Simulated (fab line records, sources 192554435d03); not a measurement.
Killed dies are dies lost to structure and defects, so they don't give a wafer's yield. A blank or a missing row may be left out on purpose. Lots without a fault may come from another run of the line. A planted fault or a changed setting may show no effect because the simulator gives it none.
Which tool did it? | flow n5_finfet | 14 lots, 40 wafers sampled, at 2 steps of a route of 1938

WHAT THE GAUGES READ, wafer by wafer
N5_BEOL_M10_CD_MEAS_18: pitch 140 nm, target cd 70 nm.
lot  | measured     | on        | cd_nm (nm)
L892 | day 10 07:02 | cd_sem-03 | 70.2 70.1 69.8
L894 | day 10 16:31 | cd_sem-01 | 70.1 69.5 69.7
L893 | day 10 16:45 | cd_sem-01 | 69.6 69.5 69.1
L895 | day 10 17:02 | cd_sem-02 | 69.8 71.2 70.8
L896 | day 11 01:23 | cd_sem-03 | 69.2 69.4 69.7
L899 | day 11 19:57 | cd_sem-01 | 70.8 69.8 69.7
L902 | day 12 18:41 | cd_sem-01 | 70.2 69.5
L903 | day 13 04:27 | cd_sem-03 | 70.3 70.4
L907 | day 14 01:13 | cd_sem-01 | 69.6 69.8 69.8
L908 | day 14 06:35 | cd_sem-02 | 69.4 69.2 68.7
L910 | day 14 12:37 | cd_sem-01 | 69.7 70.1 69.5
L911 | day 14 22:12 | cd_sem-03 | 70.0 70.9 70.2
L914 | day 15 11:11 | cd_sem-03 | 69.5 69.6 69.5
L913 | day 15 23:16 | cd_sem-01 | 69.0 69.4 69.4

N5_BEOL_M10_INSPECT_30: inspects for defects (brightfield).
lot  | measured     | on                | raw_defect_count
L892 | day 10 10:11 | defect_inspect-02 | 645 609 561
L894 | day 10 17:33 | defect_inspect-01 | 481 320 413
L893 | day 10 17:31 | defect_inspect-01 | 437 495 456
L895 | day 10 17:44 | defect_inspect-01 | 301 353 368
L896 | day 11 02:42 | defect_inspect-01 | 471 432 587
L899 | day 11 20:21 | defect_inspect-01 | 308 404 390
L902 | day 12 19:08 | defect_inspect-02 | 543 435
L903 | day 13 04:47 | defect_inspect-02 | 470 498
L907 | day 14 01:42 | defect_inspect-02 | 525 487 560
L908 | day 14 07:31 | defect_inspect-02 | 389 416 305
L910 | day 14 13:41 | defect_inspect-01 | 339 481 406
L911 | day 14 22:59 | defect_inspect-02 | 628 571 490
L914 | day 15 12:21 | defect_inspect-01 | 324 455 285
L913 | day 16 00:28 | defect_inspect-01 | 367 270 388

WHICH TOOL RAN EACH LOT (tool, then ch and the chambers of the sampled wafers, then the start)
The record holds no process step before these readings.

WHAT THE TOOLS THEMSELVES READ (means of the sampled wafers that have a number; where no wafer has one, the mark that the record gives instead)
The record holds no such reading with a usual standard deviation.

THE ANSWER, worked out from the rows above alone
Rule: what is usual is taken from the lots themselves. Put in order of their means at a reading, lots are off if they are a third of the lots or fewer, leave a main group of 4 or more, and stand apart from it by a gap of 3 or more times the standard deviation of the main group's means; of several such gaps the widest counts. A main group whose means are all the same, to the digits that the tables above print for the reading, isn't used. A lot without any number at a reading at which 4 lots or more have one is off too. The other lots that the step has rows for count as sound. The gauges are gone through in route order, then the tools' own readings, and for those a lot's mean is taken as printed above. The first step at which some lot is off is used, and at that step the reading that is off furthest; a lot without a number counts as furthest.
No lot is off at any reading shown: from this, nothing can be told.

WHAT THE SIMULATOR HAD PUT IN
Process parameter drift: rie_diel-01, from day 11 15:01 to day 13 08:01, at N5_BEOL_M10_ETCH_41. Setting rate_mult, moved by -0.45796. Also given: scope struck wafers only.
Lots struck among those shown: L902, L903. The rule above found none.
